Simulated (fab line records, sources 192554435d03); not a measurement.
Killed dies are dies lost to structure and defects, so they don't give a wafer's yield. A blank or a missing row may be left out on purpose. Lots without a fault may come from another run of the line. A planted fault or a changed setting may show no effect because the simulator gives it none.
Split-lot experiment | flow n5_finfet | 7 lots, 39 wafers read, on a route of 1938 steps

THE SPLIT
At N5_PASSIVATION_DEVELOP_29 (develop time 60 s), the setting develop_time_s was moved away from the recipe's 60 s on 12 of the 39 wafers read, by -47.8% to +53.2%. The other wafers ran this setting at the recipe's value.

FROM THE SPLIT TO THE READING: what the file shows between them, 1 step
- N5_PASSIVATION_HARDBAKE_31: time 120 s

THE READING
cd_nm, in nm, at N5_PASSIVATION_CD_MEAS_30 (target cd 4000 nm). Fault-free wafers of this fab line usually give 4000.6 nm, standard deviation 1.6 nm.

wafer  | tool, chamber at the split | develop_time_s as run, s | against the recipe | cd_nm, nm | against lot-mates on the recipe
L074.1 | litho_track-04, 0          | 91.91                    | +53.2%             | 4009.4    | +9.5
L074.2 | litho_track-04, 0          | 60                       | recipe             | 3999.4    | -
L074.3 | litho_track-04, 0          | 60                       | recipe             | 3998.9    | -
L074.4 | litho_track-04, 0          | 91.91                    | +53.2%             | 4007.7    | +7.8
L074.5 | litho_track-04, 0          | 60                       | recipe             | 4001.5    | -
L074.6 | litho_track-04, 0          | 91.91                    | +53.2%             | 4010.0    | +10.1
L080.1 | litho_track-05, 0          | 60                       | recipe             | 3999.1    | -
L080.2 | litho_track-05, 0          | 60                       | recipe             | 4002.6    | -
L080.3 | litho_track-05, 0          | 60                       | recipe             | 4001.9    | -
L080.4 | litho_track-05, 0          | 60                       | recipe             | 4002.8    | -
L080.5 | litho_track-05, 0          | 60                       | recipe             | 4000.6    | -
L080.6 | litho_track-05, 0          | 60                       | recipe             | 4002.2    | -
L085.1 | litho_track-04, 0          | 60                       | recipe             | 3999.1    | -
L085.2 | litho_track-04, 0          | 60                       | recipe             | 4002.1    | -
L085.3 | litho_track-04, 0          | 60                       | recipe             | 4000.5    | -
L088.1 | litho_track-04, 0          | 60                       | recipe             | 4001.4    | -
L088.2 | litho_track-04, 0          | 31.33                    | -47.8%             | 3990.8    | -11.5
L088.3 | litho_track-04, 0          | 60                       | recipe             | 4003.4    | -
L088.4 | litho_track-04, 0          | 60                       | recipe             | 4002.0    | -
L088.5 | litho_track-04, 0          | 31.33                    | -47.8%             | 3989.4    | -12.9
L088.6 | litho_track-04, 0          | 31.33                    | -47.8%             | 3990.6    | -11.7
L087.1 | litho_track-05, 0          | 60                       | recipe             | 4003.6    | -
L087.2 | litho_track-05, 0          | 60                       | recipe             | 4002.9    | -
L087.3 | litho_track-05, 0          | 60                       | recipe             | 4001.2    | -
L087.4 | litho_track-05, 0          | 60                       | recipe             | 4001.7    | -
L087.5 | litho_track-05, 0          | 60                       | recipe             | 4001.8    | -
L087.6 | litho_track-05, 0          | 60                       | recipe             | 4000.3    | -
L089.1 | litho_track-05, 0          | 74.85                    | +24.7%             | 4003.0    | +3.8
L089.2 | litho_track-05, 0          | 60                       | recipe             | 3999.1    | -
L089.3 | litho_track-05, 0          | 60                       | recipe             | 4000.5    | -
L089.4 | litho_track-05, 0          | 74.85                    | +24.7%             | 4006.1    | +6.9
L089.5 | litho_track-05, 0          | 74.85                    | +24.7%             | 4003.6    | +4.4
L089.6 | litho_track-05, 0          | 60                       | recipe             | 3998.0    | -
L093.1 | litho_track-04, 0          | 60                       | recipe             | 4001.0    | -
L093.2 | litho_track-04, 0          | 42.62                    | -29.0%             | 3993.1    | -8.0
L093.3 | litho_track-04, 0          | 60                       | recipe             | 4001.5    | -
L093.4 | litho_track-04, 0          | 42.62                    | -29.0%             | 3995.9    | -5.2
L093.5 | litho_track-04, 0          | 60                       | recipe             | 4000.9    | -
L093.6 | litho_track-04, 0          | 42.62                    | -29.0%             | 3993.4    | -7.7

THE FIT
A straight line over all 39 wafers: cd_nm changes by +0.186 nm for each +1% of develop_time_s; r = +0.94; the points scatter about the line by 1.6 nm.
The same after taking each lot's own level away (the mean of its wafers on the recipe; 39 wafers): +0.211 nm for each +1%; r = +0.96; scatter 1.3 nm.
On that fit, the largest move of develop_time_s shifts the reading by 11 nm.
The lots' own levels span 3999.20 to 4002.27 nm, that is 1.9 times the standard deviation above.
So the lot-to-lot level changes the slope: the two fits differ.
Check: with one of the wafers moved furthest among these (+53.2%) left out of the fit, the line predicts +11.1 nm for it against its lot-mates. It came out at +9.47 nm against them.

THE FILE'S OWN FIT
cd_nm changes by +0.211 nm for each +1% of develop_time_s, r = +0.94.
